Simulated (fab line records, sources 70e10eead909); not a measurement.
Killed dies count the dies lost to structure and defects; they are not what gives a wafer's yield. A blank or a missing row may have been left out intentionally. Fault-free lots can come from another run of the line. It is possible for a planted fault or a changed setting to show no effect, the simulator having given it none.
A struck lot beside a sound one ; flow nand-harc ; 14 out of 1302 route steps
Sound: wafers L599.2, L599.3, L599.4. Struck: wafer L591.2; the same lot's L591.4 was not struck, so it is left out; see the end for the cause.
Each step with rows lists, per side, the tool, then ch with its chambers, then its first start. Under that, the readings that differ: sound wafers ; struck wafers ; difference of the means ; sigmas: that difference in standard deviations of wafers without a fault.
alike: readings with means less than 2 such deviations apart, plus words and numbers identical on both sides. not compared: withheld readings, readings lacking a value on some wafer, bounds such as >300 that could conceal the same value, and numbers that have no deviation in the record and whose values overlap.
Wherever a step has rows on one side only, a row that says differs or no value, or a row with sigmas, the two part there. Non-overlapping numbers with no deviation appear without sigmas and do not part them. A reading that every wafer of one side lacks parts them only if that side has two wafers or more.

NHARC_A_CHANNEL_FILL_D2_ALD_16: deposits SiO2, target thk 1.5 nm, pulse time 10 s, ald cycles 15.
  sound on ald-hk-03 ch 0,2,3, day 21 13:37; struck on ald-hk-01 ch 0, day 18 11:19
reading;sound;struck;difference;sigmas
heater-power-w (W);500 505 509;404;-101;-2
  alike: precursor-pulse-height-rel
then, 2 steps without rows for these wafers: NHARC_A_CHANNEL_FILL_D2_ANNEAL_17 (time 1800 s); NHARC_A_CHANNEL_FILL_D2_CVD_18 (deposits poly-Si, target thk 3 nm).
NHARC_A_CHANNEL_FILL_D2_ETCHBACK_19: etches the open film in HBr/Cl2, target depth 5 nm, time 1.7 s.
  sound on rie-si-04 ch 0,1,2, day 22 01:41; struck on rie-si-04 ch 3, day 18 20:55
reading;sound;struck;difference;sigmas
rf-hours-counter-h (h);1.1 1.2 0.9;0.5;-0.6;
  alike: drypump-motor-current-A, oes-product-au, throttle-valve-pct
NHARC_A_CHANNEL_FILL_D2_ETCHBACK_20: etches the open film in C4F8/O2/Ar, target depth 27 nm, time 13.5 s.
  sound on rie-diel-12 ch 0,1,3, day 22 01:49; struck on rie-diel-08 ch 3, day 18 21:03
reading;sound;struck;difference;sigmas
oes-product-au (a.u.);0.907 0.912 0.922;0.979;+0.065;+3
  alike: rf-vpp-V, run-length-s
  not compared: rf-hours-counter-h
NHARC_A_CHANNEL_FILL_D2_STRIP_28: strips in O2, time 20 s.
  sound on rie-diel-12 ch 0,1,3, day 22 01:55; struck on rie-diel-08 ch 1, day 18 21:10
reading;sound;struck;difference;sigmas
throttle-valve-pct (%);17.045 17.052 17.034;17.027;-0.017;-2
  alike: drypump-motor-current-A, mfc-ar-sccm, oes-product-au, rf-vpp-V, showerhead-plenum-p-Torr
  not compared: rf-hours-counter-h
then, 4 steps without rows for these wafers: NHARC_A_CHANNEL_FILL_D2_PRECLEAN_21 (cleans in dHF, time 30 s); NHARC_A_CHANNEL_FILL_D2_SRD_23; NHARC_A_CHANNEL_FILL_D2_CVD_05 (deposits poly-Si, target thk 5 nm); NHARC_A_CHANNEL_FILL_D2_ANNEAL_22 (time 7200 s).
NHARC_A_CHANNEL_FILL_D2_ALD_25: deposits SiOx, target thk 60 nm, pulse time 10 s, ald cycles 600.
  sound on ald-hk-03 ch 0,1,2, day 22 14:34; struck on ald-hk-03 ch 0, day 19 09:02
  alike: heater-power-w, precursor-pulse-height-rel
NHARC_A_CHANNEL_FILL_D2_ETCHBACK_08: etches the open film in C4F8, target depth 220 nm, time 110 s.
  sound on rie-diel-11 ch 0,2,3, day 22 20:07; struck on rie-diel-11 ch 0, day 19 14:32
reading;sound;struck;difference;sigmas
rf-hours-counter-h (h);2 2 2;0;-2;
run-length-s (s);131.0 130.9 130.9;150.0;+19.1;+60
  alike: oes-product-au, rf-vpp-V
then, 1 step without rows for these wafers: NHARC_A_CHANNEL_FILL_D2_STRIP_29 (strips in O2, time 20 s).
NHARC_END_SORT_01:
  the record has rows for the sound wafers here (prober-01 ch 0, day 32 03:50) and none for the struck ones

WHERE THEY PART
At NHARC_A_CHANNEL_FILL_D2_ALD_16 first; at NHARC_END_SORT_01 last (within this record only).

WHY: what the simulator had put in
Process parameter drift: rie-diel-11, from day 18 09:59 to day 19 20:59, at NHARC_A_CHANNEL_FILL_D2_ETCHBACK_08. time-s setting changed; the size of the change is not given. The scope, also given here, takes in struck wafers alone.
